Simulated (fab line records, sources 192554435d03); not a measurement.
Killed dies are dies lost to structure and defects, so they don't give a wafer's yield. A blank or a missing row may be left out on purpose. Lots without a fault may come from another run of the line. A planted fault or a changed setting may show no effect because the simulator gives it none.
fab line records | flow n5_finfet
record lots=7 wafers=39
route steps=1938 shown WELL_APT@47 FIN_SAQP@96 FIN_CUT@169 DUMMY_GATE@237 SD_ACTIVATION@331 MOL_CONTACT_COAG@616
start_h: hours from the record's first day to the start of the lot's first wafer shown | wait_h: hours since the lot's step before | " the same as in the row above | L1.1+2: a row that stands for several wafers | - no value, or no start given | * or withheld: withheld | < > ~ a bound
route shown NAME@n: a module of which the file shows steps, and the number in the route of the first | usual: mean/standard deviation of fault-free wafers | same: alike in all rows | chamber/n: place in a boat | sites: the reading at each site | _std_site: their standard deviation | _edge_site: outer sites' mean less inner sites' | radius_mm: how far each site lies from the wafer's centre | mask NAME#n: copy n | behind: the tool/chamber that last shaped the wafer | hold: why the lot was held/for how many hours/how that ended | device: the transistor (n, p or np) that didn't switch | end of line: the same wafers' tests at the end of the route | a step without rows: its recipe alone | killed: dies lost to structure and defects at the first sort, not the wafer's yield | map: a wafer's dies, x killed, . not, _ none there
set.NAME: the setting as run; set.NAME@STEP: as run at that earlier step | model.NAME: the simulator's own value behind a step, which no gauge read
lots whose settings were changed on purpose; a table a step, a row a wafer
## steps
# step N5_WELL_APT_IMPLANT_31
# recipe species=B energy_kev=60 dose_cm2=1.5e+13 tilt_deg=0 rotation_deg=0
# columns lot.wafer tool chamber start_h wait_h set.energy_kev model.implant.rp_nm model.implant.drp_nm
L076.1+4+5 implanter-01 0 27.23 0.1 60 188.3 64.53
L076.2+3+6 " 0 " " 57.51 181.2 63.09
L077.1+2+3+4+5+6 implanter-02 0 33.69 0.1 60 195.4 64.53
L082.1+2+5 implanter-02 0 63.36 0.1 60 188.1 64.53
L082.3+4+6 " 0 " " 63.25 201.4 66.33
L091.1+3+4 implanter-02 0 117.45 0.1 65.63 210.5 67.6
L091.2+5+6 " 0 " " 60 185.2 64.53
L092.1+3+5 implanter-02 0 125.86 0.1 60 191.8 64.53
L095.1+2+6 implanter-02 0 141.03 0.1 62.2 203.8 65.76
L095.3+4+5 " 0 " " 60 195.2 64.53
L096.1+3+4 implanter-01 0 147.27 0.1 65.47 216.3 67.51
L096.2+5+6 " 0 " " 60 191.1 64.53
# step N5_WELL_APT_IMPLANT_32
# recipe species=BF2 energy_kev=50 dose_cm2=2e+13 tilt_deg=0 rotation_deg=0
# columns lot.wafer tool chamber start_h wait_h set.energy_kev model.implant.rp_nm model.implant.drp_nm
L076.1+4+6 implanter-01 0 27.41 0.1 43.53 32.45 16.83
L076.2+3+5 " 0 " " 50 37.06 18.55
L077.1+3+6 implanter-02 0 33.87 0.1 50 36.12 18.55
L077.2+4+5 " 0 " " 44.1 31.97 16.98
L082.1+4+5 implanter-02 0 63.54 0.1 46.94 35.97 17.74
L082.2+3+6 " 0 " " 50 38.29 18.55
L091.1+2+5 implanter-02 0 117.63 0.1 52.92 40.8 19.33
L091.3+4+6 " 0 " " 50 38.57 18.55
L092.1+3+5 implanter-02 0 126.04 0.1 50 35.71 18.55
L095.1+2+3+4+5+6 implanter-02 0 141.21 0.1 50 37.94 18.55
L096.1+4+6 implanter-01 0 147.45 0.1 44.14 33.02 16.99
L096.2+3+5 " 0 " " 50 37.29 18.55
# step N5_FIN_SAQP_HM_DEP_03
# recipe material=SiNx target_thk_a=380 temp_c=400 precursor=SiH4/NH3/N2 pressure_torr=1.5 rf_w=300 time_s=33.6
# columns lot.wafer tool chamber start_h wait_h set.target_thk_a model.SiNx_of_FIN_SAQP_HM_DEP_03.thk_nm
L076.1 pecvd-03 1 33.75 0.2 380 37.69
L076.2 " 2 " " 326.9 32.59
L076.3 " 0 " " 380 37.44
L076.4 " 2 " " 380 37.84
L076.5 " 1 " " 326.9 32.84
L076.6 " 0 " " 326.9 32.52
L077.1 pecvd-04 1 41.04 0.2 340 34.13
L077.2 " 0 " " 380 37.7
L077.3 " 2 " " 380 37.73
L077.4 " 2 " " 340 34.15
L077.5 " 0 " " 380 38.76
L077.6 " 1 " " 340 34.85
L082.1 pecvd-04 1 69.32 0.2 380 37.55
L082.2 " 0 " " 380 37.69
L082.3 " 2 " " 326 32.57
L082.4 " 1 " " 326 32.81
L082.5 " 0 " " 326 33.05
L082.6 " 2 " " 380 38.17
L091.1 pecvd-04 2 122.98 0.2 380 38.02
L091.2 " 0 " " 380 37.61
L091.3 " 1 " " 380 37.27
L091.4 " 2 " " 380 37.8
L091.5 " 1 " " 380 37.39
L091.6 " 0 " " 380 38.46
L092.1 pecvd-03 1 131.85 0.2 380 37.27
L092.3 " 0 " " 380 37.31
L092.5 " 0 " " 380 37.75
L095.1 pecvd-04 1 146.53 0.2 380 37.88
L095.2 " 2 " " 380 38.04
L095.3 " 0 " " 380 38.49
L095.4 " 1 " " 380 38.42
L095.5 " 0 " " 380 38.52
L095.6 " 2 " " 380 38.43
L096.1 pecvd-04 0 153.14 0.2 380 38.1
L096.2 " 1 " " 380 37.62
L096.3 " 2 " " 352.7 34.71
L096.4 " 0 " " 352.7 36.01
L096.5 " 2 " " 352.7 35.45
L096.6 " 1 " " 380 37.83
# step N5_FIN_SAQP_THK_MEAS_05
# usual thk_nm=38.0/0.51
# columns lot.wafer tool chamber start_h wait_h set.target_thk_a@FIN_SAQP_HM_DEP_03 thk_nm
L076.1 film_metro-01 - 33.83 0.1 380 37.7
L076.2 " - " " 326.9 32.6
L076.3 " - " " 380 37.4
L076.4 " - " " 380 37.8
L076.5 " - " " 326.9 32.8
L076.6 " - " " 326.9 32.5
L077.1 film_metro-02 - 41.12 0.1 340 34.1
L077.2 " - " " 380 37.7
L077.3 " - " " 380 37.7
L077.4 " - " " 340 34.1
L077.5 " - " " 380 38.8
L077.6 " - " " 340 34.9
L082.1 film_metro-02 - 69.40 0.1 380 37.5
L082.2 " - " " 380 37.7
L082.3 " - " " 326 32.6
L082.4 " - " " 326 32.8
L082.5 " - " " 326 33.1
L082.6 " - " " 380 38.1
L091.1 film_metro-01 - 123.07 0.1 380 38.0
L091.2 " - " " 380 37.6
L091.3 " - " " 380 37.3
L091.4 " - " " 380 37.8
L091.5 " - " " 380 37.4
L091.6 " - " " 380 38.5
L092.1 film_metro-02 - 131.94 0.1 380 37.3
L092.3 " - " " 380 37.3
L092.5 " - " " 380 37.8
L095.1 film_metro-02 - 146.62 0.1 380 37.9
L095.2 " - " " 380 38.1
L095.3 " - " " 380 38.5
L095.4 " - " " 380 38.4
L095.5 " - " " 380 38.5
L095.6 " - " " 380 38.4
L096.1 film_metro-02 - 153.23 0.1 380 38.1
L096.2 " - " " 380 37.6
L096.3 " - " " 352.7 34.7
L096.4 " - " " 352.7 36.0
L096.5 " - " " 352.7 35.4
L096.6 " - " " 380 37.9
# step N5_FIN_SAQP_PECVD_47
# recipe material=a-Si target_thk_a=450 temp_c=400 precursor=SiH4/He pressure_torr=3 rf_w=100 time_s=36.3
# step N5_FIN_SAQP_PECVD_48
# recipe material=SiNx target_thk_a=250 temp_c=400 precursor=SiH4/NH3/N2 pressure_torr=1.5 rf_w=300 time_s=22.1
# step N5_FIN_SAQP_MANDREL2_REMOVE_60
# recipe chemistry=HBr/Cl2/O2 bt_time_s=10 target=a-Si stop_on=SiNx endpoint=OES-SiCl over_etch_frac=1 icp_w=600 bias_w=22 HBr_flow_sccm=150 Cl2_flow_sccm=80 O2_flow_sccm=5 pressure_mtorr=10
# step N5_FIN_SAQP_HM_OPEN_33
# recipe chemistry=CH3F/O2 target=SiNx mask_material=SiO2 target_depth_a=494 time_s=70.6 pressure_mtorr=30 source_w=395 bias_w=73 Ar_flow_sccm=150 CH3F_flow_sccm=30 O2_flow_sccm=20 ion_energy_ev=120 ends=cleared
# usual etch_rf_on_time_s=69.0/1.2
# columns lot.wafer tool chamber start_h wait_h set.target_thk_a@FIN_SAQP_HM_DEP_03 etch_rf_on_time_s model.etch.depth_nm
L076.1 rie_diel-02 3 38.46 0.0 380 68.2 37.06
L076.2 " 0 " " 326.9 57.3 31.76
L076.3 " 2 " " 380 68.1 36.77
L076.4 " 1 " " 380 68.2 37.19
L076.5 " 1 " " 326.9 59.0 32.21
L076.6 " 2 " " 326.9 58.8 31.87
L077.1 rie_diel-06 0 46.22 0.1 340 63.4 33.43
L077.2 " 3 " " 380 68.5 37.07
L077.3 " 1 " " 380 70.1 37.1
L077.4 " 0 " " 340 63.5 33.52
L077.5 " 3 " " 380 70.3 38.14
L077.6 " 1 " " 340 63.7 34.22
L082.1 rie_diel-02 0 75.42 0.1 380 67.9 36.9
L082.2 " 3 " " 380 68.6 36.86
L082.3 " 1 " " 326 58.6 31.9
L082.4 " 2 " " 326 60.4 32.18
L082.5 " 1 " " 326 59.8 32.22
L082.6 " 0 " " 380 69.6 37.52
L091.1 rie_diel-01 2 131.63 0.1 380 68.3 37.32
L091.2 " 1 " " 380 69.6 36.98
L091.3 " 3 " " 380 69.0 36.65
L091.4 " 0 " " 380 68.5 37.17
L091.5 " 3 " " 380 70.3 36.77
L091.6 " 2 " " 380 68.9 37.77
L092.1 rie_diel-02 1 137.53 0.0 380 66.4 36.65
L092.3 " 3 " " 380 66.9 36.68
L092.5 " 1 " " 380 67.5 37.03
L095.1 rie_diel-01 0 151.82 0.1 380 68.6 37.25
L095.2 " 3 " " 380 70.3 37.34
L095.3 " 1 " " 380 69.6 37.86
L095.4 " 1 " " 380 70.1 37.8
L095.5 " 3 " " 380 72.0 37.89
L095.6 " 0 " " 380 69.3 37.8
L096.1 rie_diel-02 0 157.77 0.0 380 70.0 37.48
L096.2 " 2 " " 380 68.8 36.99
L096.3 " 3 " " 352.7 63.3 34.01
L096.4 " 1 " " 352.7 65.5 35.38
L096.5 " 1 " " 352.7 64.4 34.82
L096.6 " 2 " " 380 69.7 37.21
# step N5_FIN_SAQP_ETCH_34
# recipe chemistry=C4F6/O2 target=SiO2 target_depth_a=450 time_s=15 ion_energy_ev=250 pressure_mtorr=30 source_w=345 bias_w=185 Ar_flow_sccm=300 C4F6_flow_sccm=10 O2_flow_sccm=10 ends=cleared
# step N5_FIN_SAQP_STRIP_77
# recipe chemistry=N2/H2 time_s=90 power_w=100 temp_c=40 pressure_mtorr=100 rf_frequency_hz=6e+07 bias_power_w=3 n2_flow_sccm=300 h2_flow_sccm=300
# step N5_FIN_SAQP_ETCH_64
# recipe chemistry=CF4 target=SiO2 target_depth_a=15 ion_energy_ev=350 pressure_mtorr=10 icp_w=800 bias_w=400 cf4_flow_sccm=80
# columns lot.wafer tool chamber start_h wait_h set.target_thk_a@FIN_SAQP_HM_DEP_03 model.SiNx_of_FIN_SAQP_HM_DEP_03.thk_nm
L076.1+4 rie_si-02 1,0 38.72 0.0 380 32.4
L076.2+6 " 2,0 " " 326.9 27
L076.3 " 3 " " 380 32
L076.5 " 1 " " 326.9 27.4
L077.1 rie_si-04 2 46.48 0.0 340 28.6
L077.2+3 " 0,1 " " 380 32.2
L077.4 " 3 " " 340 28.8
L077.5 " 3 " " 380 33.4
L077.6 " 0 " " 340 29.4
L082.1 rie_si-02 3 75.69 0.0 380 32.2
L082.2 " 0 " " 380 32
L082.3 " 1 " " 326 27.2
L082.4+5 " 2,3 " " 326 27.4
L082.6 " 2 " " 380 32.8
L091.1 rie_si-04 2 131.89 0.0 380 32.6
L091.2 " 0 " " 380 32.2
L091.3+5 " 3,1 " " 380 31.8
L091.4 " 1 " " 380 32.4
L091.6 " 2 " " 380 33
L092.1 rie_si-04 2 137.79 0.0 380 31.8
L092.3 " 3 " " 380 32
L092.5 " 0 " " 380 32.2
L095.1+2 rie_si-02 2,3 152.08 0.0 380 32.6
L095.3+5+6 " 1,1,2 " " 380 33.2
L095.4 " 0 " " 380 33
L096.1 rie_si-02 0 158.03 0.0 380 32.8
L096.2 " 3 " " 380 32.2
L096.3 " 1 " " 352.7 29.2
L096.4 " 2 " " 352.7 30.6
L096.5 " 2 " " 352.7 30.2
L096.6 " 1 " " 380 32.4
# step N5_FIN_CUT_ETCH_21
# recipe chemistry=N2/H2 target=SOC target_depth_a=2190 overetch_a=438 mask_material=SiARC temp_c=40 ion_energy_ev=100 bias_w=61 time_s=523.5 pressure_mtorr=30 source_w=850 n2_flow_sccm=200 h2_flow_sccm=200
# usual rf_vpp_V=240.6/1.5
# columns lot.wafer tool chamber start_h wait_h set.bias_w rf_vpp_V
L076.1 rie_diel-03 3 39.73 0.0 61 239.8
L076.2 " 2 " " 61 241.9
L076.3 " 0 " " 69.63 261.8
L076.4 " 2 " " 61 241.5
L076.5 " 3 " " 69.63 260.5
L076.6 " 0 " " 69.63 261.2
L077.1 rie_diel-03 2 47.39 0.0 61 241.0
L077.2 " 1 " " 61 245.7
L077.3 " 3 " " 61 238.6
L077.4 " 0 " " 61 239.0
L077.5 " 1 " " 61 242.5
L077.6 " 2 " " 61 241.3
L082.1 rie_diel-04 0 76.48 0.0 67.92 255.9
L082.2 " 3 " " 61 238.1
L082.3 " 2 " " 61 239.7
L082.4 " 1 " " 67.92 258.1
L082.5 " 1 " " 61 239.8
L082.6 " 2 " " 67.92 257.6
L091.1 rie_diel-04 3 132.75 0.0 61 241.3
L091.2 " 1 " " 61 238.0
L091.3 " 0 " " 61 240.1
L091.4 " 2 " " 69.96 264.0
L091.5 " 1 " " 69.96 262.6
L091.6 " 0 " " 69.96 260.8
L092.1 rie_diel-04 2 138.70 0.0 61 240.2
L092.3 " 0 " " 61 238.4
L092.5 " 2 " " 61 241.4
L095.1 rie_diel-05 1 153.51 0.0 66.27 251.6
L095.2 " 3 " " 66.27 252.2
L095.3 " 2 " " 61 242.5
L095.4 " 0 " " 66.27 255.4
L095.5 " 1 " " 61 239.4
L095.6 " 0 " " 61 240.0
L096.1 rie_diel-05 2 158.95 0.0 61 241.2
L096.2 " 0 " " 61 240.7
L096.3 " 1 " " 61 238.5
L096.4 " 3 " " 61 241.2
L096.5 " 1 " " 61 239.3
L096.6 " 2 " " 61 242.4
# step N5_DUMMY_GATE_ETCH_37
# recipe chemistry=N2/H2 target=SOC target_depth_a=600 overetch_a=300 temp_c=40 ion_energy_ev=200 pressure_mtorr=30 source_w=840 bias_w=150 n2_flow_sccm=200 h2_flow_sccm=200
# usual rf_vpp_V=523.2/2.6
# columns lot.wafer tool chamber start_h wait_h set.source_w rf_vpp_V
L076.1 rie_diel-04 2 59.62 0.0 889.1 514.5
L076.2 " 3 " " 840 522.5
L076.3 " 0 " " 840 521.1
L076.4 " 1 " " 840 519.6
L076.5 " 0 " " 889.1 510.9
L076.6 " 1 " " 889.1 510.2
L077.1 rie_diel-04 1 66.51 0.0 840 521.8
L077.2 " 3 " " 840 521.0
L077.3 " 2 " " 912 508.9
L077.4 " 0 " " 912 507.9
L077.5 " 3 " " 840 522.9
L077.6 " 0 " " 912 507.8
L082.1 rie_diel-05 1 95.69 0.0 840 519.0
L082.2 " 2 " " 952.6 505.6
L082.3 " 0 " " 840 525.5
L082.4 " 3 " " 840 522.9
L082.5 " 0 " " 952.6 504.1
L082.6 " 3 " " 952.6 501.3
L091.1 rie_diel-04 0 152.39 0.0 840 520.2
L091.2 " 1 " " 840 522.1
L091.3 " 3 " " 909.2 508.4
L091.4 " 2 " " 840 526.1
L091.5 " 2 " " 909.2 510.0
L091.6 " 1 " " 909.2 508.1
L092.1 rie_diel-03 3 157.84 0.0 840 523.4
L092.3 " 1 " " 840 527.4
L092.5 " 1 " " 840 526.9
L095.1 rie_diel-03 0 173.35 0.0 840 523.6
L095.2 " 1 " " 840 527.2
L095.3 " 2 " " 840 528.1
L095.4 " 2 " " 840 527.3
L095.5 " 0 " " 840 523.4
L095.6 " 1 " " 840 527.7
L096.1 rie_diel-04 3 178.04 0.0 840 521.3
L096.2 " 0 " " 735.8 542.2
L096.3 " 1 " " 840 519.6
L096.4 " 2 " " 735.8 546.2
L096.5 " 1 " " 840 521.3
L096.6 " 2 " " 735.8 546.4
# step N5_SD_ACTIVATION_LSA_01
# recipe temp_c=1080 time_s=0.0008 ambient=N2
# usual wafer_temp_C_max=1085.9/2.5
# columns lot.wafer tool chamber start_h wait_h set.temp_c wafer_temp_C_max
L076.1 laser_anneal-02 0 72.66 0.2 1087 1091.2
L076.2 " 0 " " 1080 1084.3
L076.3 " 0 " " 1087 1089.3
L076.4 " 0 " " 1080 1082.6
L076.5 " 0 " " 1080 1083.5
L076.6 " 0 " " 1087 1090.7
L077.1 laser_anneal-01 0 78.21 0.2 1064 1071.6
L077.2 " 0 " " 1064 1072.0
L077.3 " 0 " " 1064 1070.9
L077.4 " 0 " " 1080 1089.0
L077.5 " 0 " " 1080 1088.1
L077.6 " 0 " " 1080 1087.6
L082.1 laser_anneal-02 0 109.04 0.2 1080 1083.4
L082.2 " 0 " " 1080 1084.1
L082.3 " 0 " " 1080 1082.9
L082.4 " 0 " " 1080 1083.2
L082.5 " 0 " " 1080 1083.0
L082.6 " 0 " " 1080 1084.6
L091.1 laser_anneal-01 0 164.67 0.2 1080 1087.2
L091.2 " 0 " " 1080 1087.2
L091.3 " 0 " " 1066 1077.4
L091.4 " 0 " " 1066 1076.1
L091.5 " 0 " " 1066 1075.0
L091.6 " 0 " " 1080 1085.3
L092.1 laser_anneal-02 0 169.00 0.2 1080 1084.9
L092.3 " 0 " " 1080 1083.5
L092.5 " 0 " " 1080 1082.9
L095.1 laser_anneal-01 0 185.24 0.2 1080 1087.9
L095.2 " 0 " " 1080 1086.5
L095.3 " 0 " " 1068 1075.9
L095.4 " 0 " " 1068 1077.3
L095.5 " 0 " " 1080 1085.4
L095.6 " 0 " " 1068 1074.2
L096.1 laser_anneal-02 0 191.04 0.2 1080 1083.9
L096.2 " 0 " " 1080 1083.1
L096.3 " 0 " " 1080 1082.9
L096.4 " 0 " " 1080 1083.3
L096.5 " 0 " " 1080 1082.5
L096.6 " 0 " " 1080 1083.2
# step N5_SD_ACTIVATION_RS_MEAS_03
# recipe thk_meas_gauge=four-point-probe
# usual RS_SD_N=21.9/0.31 RS_SD_P=56.2/0.83
# columns lot.wafer tool chamber start_h wait_h set.temp_c@SD_ACTIVATION_LSA_01 RS_SD_N[ohm/sq] RS_SD_P[ohm/sq]
L076.1 film_metro-02 - 72.87 0.2 1087 21.4 56.6
L076.2 " - " " 1080 22.2 57.0
L076.3 " - " " 1087 21.4 56.5
L076.4 " - " " 1080 22.1 57.2
L076.5 " - " " 1080 22.0 57.1
L076.6 " - " " 1087 21.3 57.3
L077.1 film_metro-01 - 78.42 0.2 1064 24.0 56.2
L077.2 " - " " 1064 24.1 56.2
L077.3 " - " " 1064 23.8 56.2
L077.4 " - " " 1080 21.9 55.9
L077.5 " - " " 1080 22.1 55.4
L077.6 " - " " 1080 22.3 55.4
L082.1 film_metro-02 - 109.24 0.2 1080 22.1 56.6
L082.2 " - " " 1080 21.8 55.2
L082.3 " - " " 1080 21.7 55.6
L082.4 " - " " 1080 21.8 56.0
L082.5 " - " " 1080 22.1 55.9
L082.6 " - " " 1080 21.9 55.2
L091.1 film_metro-02 - 164.89 0.2 1080 22.5 54.9
L091.2 " - " " 1080 22.7 55.2
L091.3 " - " " 1066 23.8 55.3
L091.4 " - " " 1066 23.6 56.3
L091.5 " - " " 1066 23.8 55.8
L091.6 " - " " 1080 22.1 55.2
L092.1 film_metro-02 - 169.21 0.2 1080 21.6 56.8
L092.3 " - " " 1080 21.4 56.1
L092.5 " - " " 1080 21.8 55.7
L095.1 film_metro-01 - 185.45 0.2 1080 21.8 56.9
L095.2 " - " " 1080 21.9 56.8
L095.3 " - " " 1068 22.9 56.6
L095.4 " - " " 1068 22.9 57.1
L095.5 " - " " 1080 22.1 57.4
L095.6 " - " " 1068 23.1 57.5
L096.1 film_metro-02 - 191.25 0.2 1080 21.7 55.7
L096.2 " - " " 1080 21.9 55.9
L096.3 " - " " 1080 21.8 56.5
L096.4 " - " " 1080 21.9 55.2
L096.5 " - " " 1080 21.9 55.1
L096.6 " - " " 1080 21.8 55.7
# step N5_MOL_CONTACT_COAG_ETCH_124
# recipe chemistry=CH3F/O2 target=SiNx target_depth_a=65 mask_material=SOC stop_on=SiOC over_etch_frac=0.3 ion_energy_ev=120 pressure_mtorr=30 source_w=395 bias_w=73 Ar_flow_sccm=150 CH3F_flow_sccm=30 O2_flow_sccm=20 ends=end_point
# usual rf_vpp_V=296.1/2.7
# columns lot.wafer tool chamber start_h wait_h set.bias_w rf_vpp_V
L076.1 rie_diel-01 1 118.07 0.0 73 296.7
L076.2 " 3 " " 73 298.1
L076.3 " 0 " " 73 294.4
L076.4 " 2 " " 73 294.2
L076.5 " 2 " " 73 294.0
L076.6 " 3 " " 73 298.5
L077.1 rie_diel-01 1 120.17 0.0 73 297.7
L077.2 " 3 " " 73 299.8
L077.3 " 2 " " 73 293.5
L077.4 " 0 " " 73 293.6
L077.5 " 3 " " 73 298.5
L077.6 " 2 " " 73 294.6
L082.1 rie_diel-02 3 155.10 0.0 73 297.9
L082.2 " 1 " " 77.24 309.1
L082.3 " 2 " " 73 291.7
L082.4 " 0 " " 77.24 306.7
L082.5 " 2 " " 77.24 306.6
L082.6 " 1 " " 73 296.3
L091.1 rie_diel-06 3 205.43 0.0 73 303.6
L091.2 " 2 " " 73 300.1
L091.3 " 1 " " 73 299.6
L091.4 " 0 " " 73 300.4
L091.5 " 0 " " 73 300.9
L091.6 " 3 " " 73 305.1
L092.1 rie_diel-06 2 210.91 0.0 73 301.3
L092.3 " 0 " " 73 300.9
L092.5 " 0 " " 73 301.4
L095.1 rie_diel-02 0 225.83 0.0 73 294.8
L095.2 " 2 " " 73 292.8
L095.3 " 1 " " 73 295.8
L095.4 " 3 " " 73 295.7
L095.5 " 3 " " 73 296.7
L095.6 " 0 " " 73 293.8
L096.1 rie_diel-01 3 232.95 0.0 73 299.2
L096.2 " 0 " " 68.05 276.8
L096.3 " 2 " " 68.05 279.0
L096.4 " 1 " " 73 296.9
L096.5 " 2 " " 68.05 276.5
L096.6 " 1 " " 73 294.9
## key
split step=N5_WELL_APT_IMPLANT_31 setting=energy_kev stated=60 by=wafer
response step=N5_WELL_APT_IMPLANT_31 reading=model.implant.rp_nm change=+2.6 per=1% r=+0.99
response step=N5_WELL_APT_IMPLANT_31 reading=model.implant.drp_nm change=+0.33 per=1% r=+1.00
split step=N5_WELL_APT_IMPLANT_32 setting=energy_kev stated=50 by=wafer
response step=N5_WELL_APT_IMPLANT_32 reading=model.implant.rp_nm change=+0.361 per=1% r=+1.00
response step=N5_WELL_APT_IMPLANT_32 reading=model.implant.drp_nm change=+0.133 per=1% r=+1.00
split step=N5_FIN_SAQP_HM_DEP_03 setting=target_thk_a stated=380 by=wafer
response step=N5_FIN_SAQP_HM_DEP_03 reading=model.SiNx_of_FIN_SAQP_HM_DEP_03.thk_nm change=+0.353 per=1% r=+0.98
response step=N5_FIN_SAQP_THK_MEAS_05 reading=thk_nm change=* per=1% r=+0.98
response step=N5_FIN_SAQP_HM_OPEN_33 reading=etch_rf_on_time_s change=* per=1% r=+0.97
response step=N5_FIN_SAQP_HM_OPEN_33 reading=model.etch.depth_nm change=+0.355 per=1% r=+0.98
response step=N5_FIN_SAQP_ETCH_64 reading=model.SiNx_of_FIN_SAQP_HM_DEP_03.thk_nm change=+0.356 per=1% r=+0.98
split step=N5_FIN_CUT_ETCH_21 setting=bias_w stated=61 by=wafer
response step=N5_FIN_CUT_ETCH_21 reading=rf_vpp_V change=+1.5 per=1% r=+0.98
split step=N5_DUMMY_GATE_ETCH_37 setting=source_w stated=840 by=wafer
response step=N5_DUMMY_GATE_ETCH_37 reading=rf_vpp_V change=-1.65 per=1% r=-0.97
split step=N5_SD_ACTIVATION_LSA_01 setting=temp_c stated=1080 by=wafer
response step=N5_SD_ACTIVATION_LSA_01 reading=wafer_temp_C_max change=* per=1% r=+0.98
response step=N5_SD_ACTIVATION_RS_MEAS_03 reading=RS_SD_N change=-1.11 per=1% r=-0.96
split step=N5_MOL_CONTACT_COAG_ETCH_124 setting=bias_w stated=73 by=wafer
response step=N5_MOL_CONTACT_COAG_ETCH_124 reading=rf_vpp_V change=+2.55 per=1% r=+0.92
